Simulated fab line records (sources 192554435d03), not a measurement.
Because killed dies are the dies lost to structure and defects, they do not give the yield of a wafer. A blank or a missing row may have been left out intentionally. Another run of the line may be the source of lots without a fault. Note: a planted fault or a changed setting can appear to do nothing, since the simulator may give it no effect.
Split-lot trial | flow n5_finfet | 21 wafers read from 7 lots, route of 1938 steps

== THE SPLIT ==
At N5_MOL_CONTACT_COAG_EXPOSE_05 (exposes mask CA, defocus 0 nm), the setting dose_mj was moved away from the recipe's 38.25 on 9 of the 21 wafers read, by -6.4% to +5.6%. This setting was run at the recipe's value on the other wafers.

== FROM THE SPLIT TO THE READING: what the file shows between them, 11 steps ==
- N5_MOL_CONTACT_COAG_PEB_06: peb time 60 s
- N5_MOL_CONTACT_COAG_DEVELOP_07: develop time 30 s
- N5_MOL_CONTACT_COAG_CD_MEAS_08: target cd 28 nm
- N5_MOL_CONTACT_COAG_DESCUM_13: chemistry O2, time 7 s
- N5_MOL_CONTACT_COAG_ETCH_59: etches underlayer in N2/H2, target depth 13 nm, time 10.4 s
- N5_MOL_CONTACT_COAG_ETCH_105: etches SiARC in CF4, target depth 15.6 nm, time 26 s
- N5_MOL_CONTACT_COAG_ETCH_106: etches SOC in N2/H2, target depth 80 nm, overetch 16 nm, time 120 s
- N5_MOL_CONTACT_COAG_STRIP_107: strips in N2/H2
- N5_MOL_CONTACT_COAG_STRIP_108: strips in N2/H2
- N5_MOL_CONTACT_COAG_ETCH_110: etches Si in CF4/O2, target depth 2.5 nm, time 8 s
- N5_MOL_CONTACT_COAG_STRIP_98: strips in N2/H2

== THE READING ==
Shown in nm: cd_nm at N5_MOL_CONTACT_COAG_CD_MEAS_99, with target cd 17.2 nm. A value of 17.28 nm with a standard deviation of 0.28 nm is what fault-free wafers of this fab line usually give.

wafer  | tool, chamber at the split | dose_mj as run | against the recipe | cd_nm, nm | against lot-mates on the recipe
L083.3 | euv_scanner-02, 0          | 38.25          | recipe             | 17.06     | -
L083.4 | euv_scanner-02, 0          | 38.25          | recipe             | 17.19     | -
L083.5 | euv_scanner-02, 0          | 38.25          | recipe             | 17.54     | -
L086.1 | euv_scanner-01, 0          | 38.25          | recipe             | 17.22     | -
L086.2 | euv_scanner-01, 0          | 39.07          | +2.1%              | 17.79     | +0.57
L086.5 | euv_scanner-01, 0          | 39.07          | +2.1%              | 17.75     | +0.53
L087.1 | euv_scanner-01, 0          | 40.41          | +5.6%              | 18.05     | +1.07
L087.2 | euv_scanner-01, 0          | 38.25          | recipe             | 17.02     | -
L087.6 | euv_scanner-01, 0          | 38.25          | recipe             | 16.94     | -
L089.3 | euv_scanner-01, 0          | 38.25          | recipe             | 17.24     | -
L089.5 | euv_scanner-01, 0          | 35.91          | -6.1%              | 15.85     | -1.58
L089.6 | euv_scanner-01, 0          | 38.25          | recipe             | 17.62     | -
L090.2 | euv_scanner-02, 0          | 38.25          | recipe             | 17.28     | -
L090.3 | euv_scanner-02, 0          | 40.4           | +5.6%              | 18.58     | +1.30
L090.6 | euv_scanner-02, 0          | 40.4           | +5.6%              | 18.46     | +1.18
L092.1 | euv_scanner-01, 0          | 35.82          | -6.4%              | 15.55     | -1.49
L092.2 | euv_scanner-01, 0          | 35.82          | -6.4%              | 15.46     | -1.58
L092.5 | euv_scanner-01, 0          | 38.25          | recipe             | 17.04     | -
L096.1 | euv_scanner-02, 0          | 38.25          | recipe             | 17.31     | -
L096.3 | euv_scanner-02, 0          | 38.25          | recipe             | 17.20     | -
L096.5 | euv_scanner-02, 0          | 36.11          | -5.6%              | 15.91     | -1.34

FIT RESULTS
A straight line over all 21 wafers: cd_nm changes by +0.233 nm for each +1% of dose_mj; r = +0.97; the points scatter about the line by 0.2 nm.
The same after taking each lot's own level away (the mean of its wafers on the recipe; 21 wafers): +0.232 nm for each +1%; r = +0.99; scatter 0.13 nm.
The reading moves by 1.5 nm for the largest change in dose_mj, on that fit.
The span of the lots' own levels, 16.980 to 17.430 nm, comes to 1.6 times the standard deviation stated above.
So the lot-to-lot level changes the slope little: the two slopes agree.
Check: for one of the wafers moved furthest among these (-6.4%), held out of the fit, the line's prediction against its lot-mates is -1.51 nm. Against them it came out at -1.49 nm.

== THE WHOLE CHAIN: every reading that the file lists as answering this split, in the file's order ==
step                           | what it does                                                        | reading                                                                        | change (the file's fit)               | r (the file's)
N5_MOL_CONTACT_COAG_CD_MEAS_08 | target cd 28 nm                                                     | cd_nm                                                                          | +0.227 nm for each +1% of the setting | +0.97
N5_MOL_CONTACT_COAG_ETCH_59    | etches underlayer in N2/H2, target depth 13 nm, time 10.4 s         | MOL_CONTACT_COAG.cd_offset_nm (the simulator's own value, which no gauge read) | +0.223 nm for each +1% of the setting | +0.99
N5_MOL_CONTACT_COAG_ETCH_106   | etches SOC in N2/H2, target depth 80 nm, overetch 16 nm, time 120 s | MOL_CONTACT_COAG.cd_offset_nm (the simulator's own value, which no gauge read) | +0.225 nm for each +1% of the setting | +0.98
N5_MOL_CONTACT_COAG_CD_MEAS_99 | target cd 17.2 nm                                                   | cd_nm                                                                          | +0.232 nm for each +1% of the setting | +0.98

== THE FILE'S OWN FIT ==
cd_nm changes by +0.232 nm for each +1% of dose_mj, r = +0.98.
